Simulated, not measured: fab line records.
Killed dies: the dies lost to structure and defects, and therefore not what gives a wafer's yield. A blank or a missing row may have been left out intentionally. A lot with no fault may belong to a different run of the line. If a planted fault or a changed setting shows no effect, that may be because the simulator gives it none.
8D (eight disciplines) problem report, filled in by code | flow n5-finfet | the parts of the form that need people (team, actions taken, sign-off) are left out

1. THE PROBLEM
N5_BEOL_M0_CMP_120, time-to-endpoint-s: mean 87 s over 1 wafer from 1 lot; wafers with no fault: 63 s, standard deviation 4.7. Measured from the usual mean, that is +5.1 standard deviations.
The step: polishes, stops on SiOC, t overpolish 6.9 s.
First seen on wafer L658.6, day 7 00:52, on cmp-01. The record has a number at this step for 30 wafers belonging to 12 lots. Rule for "out", or "out of limits": more than 4 standard deviations from the usual mean. The other wafers with a number count as sound.

2. WHAT IT IS, WHAT IT ISN'T
question                    | is                 | is not
which readings at this step | time-to-endpoint-s | clearing-platen-rpm, motor-current-A, slurry-flow-ml-min
which lots                  | L658               | L653, L654, L655, L656, L660, L668, L672, L673, L674, L675, L676
which wafers of those lots  | L658.6             | L658.3, L658.4
read on which tools         | cmp-01             | cmp-02, cmp-03
when                        | from day 7 00:52   | up to then (12 sound wafers); but 17 sound wafers of L660, L668, L672, L673, L674, L675, L676 came after

3. SUSPECTS, AND WHAT RULES EACH OUT
Counting: any tool at a process step up to the reading remains a suspect provided it ran every lot that is out. Sound lots after the first of them don't rule it out here, since some wafers of a struck lot are sound.
- pvd-sputter-01 at N5_BEOL_M0_SPUTTER_132 (material Cu, target thk 4 nm, time 7.37 s): kept. It ran the lot that is out, L658 (day 7 00:08); its last sound lot up to then is L656 (day 6 14:34).
- pvd-sputter-01 at N5_BEOL_M0_ANNEAL_133 (time 60 s): kept. It ran the lot that is out, L658 (day 7 00:13); its last sound lot up to then is L656 (day 6 14:39).
- pvd-sputter-01 at N5_BEOL_M0_SPUTTER_141 (material Cu, target thk 4 nm, time 7.37 s): kept. It ran the lot that is out, L658 (day 7 00:22); its last sound lot up to then is L656 (day 6 14:49).
- ecd-cu-01 at N5_BEOL_M0_ECD_118 (material Cu, target thk 300 nm): kept. It ran the lot that is out, L658 (day 7 00:30); its last sound lot up to then is L656 (day 6 14:56).
- cmp-01 at N5_BEOL_M0_CMP_120 (polishes, stops on SiOC, t overpolish 6.9 s): kept. It ran the lot that is out, L658 (day 7 00:52). Its own time-to-endpoint-s readings are out on those wafers.
Left after counting: pvd-sputter-01 at N5_BEOL_M0_SPUTTER_132, pvd-sputter-01 at N5_BEOL_M0_ANNEAL_133, pvd-sputter-01 at N5_BEOL_M0_SPUTTER_141, ecd-cu-01 at N5_BEOL_M0_ECD_118, cmp-01 at N5_BEOL_M0_CMP_120.

4. THE CAUSE (what the simulator had put in)
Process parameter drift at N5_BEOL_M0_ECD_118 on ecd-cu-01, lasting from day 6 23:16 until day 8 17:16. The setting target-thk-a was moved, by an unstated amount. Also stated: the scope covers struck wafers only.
This tool is one of the 5 suspects left after counting.

5. THE EFFECT CHAIN, in route order
One row per reading whose mean, taken over the struck wafers that have a number, lies over 3 standard deviations from the usual. Readings are gone through only where the record gives a usual standard deviation; hours: the median, over the lots, of the time from a lot's start at the first step in this table giving one to that lot's start at this step; sigmas: the change measured in usual standard deviations.
hours | step               | reading            | usual | on struck wafers | change | sigmas
0     | N5_BEOL_M0_CMP_120 | time-to-endpoint-s | 63 s  | 87               | +24    | +5.1
Process steps it contains:
- N5_BEOL_M0_CMP_120: polishes, stops on SiOC, t overpolish 6.9 s.
At these later measuring or inspecting steps, every struck wafer for which the step has a row has a number for every such reading, and none has moved that far: N5_BEOL_M4_RC_MEAS_101.

6. WHAT WOULD HAVE CAUGHT IT SOONER
First out-of-limits reading in this record: day 7 00:52, which is 2 hours after fault onset at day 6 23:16.
By day 7 00:52, every lot that is out (1) had started N5_BEOL_M0_ECD_118 on ecd-cu-01. Tool hold at that time: it would have spared none of them.
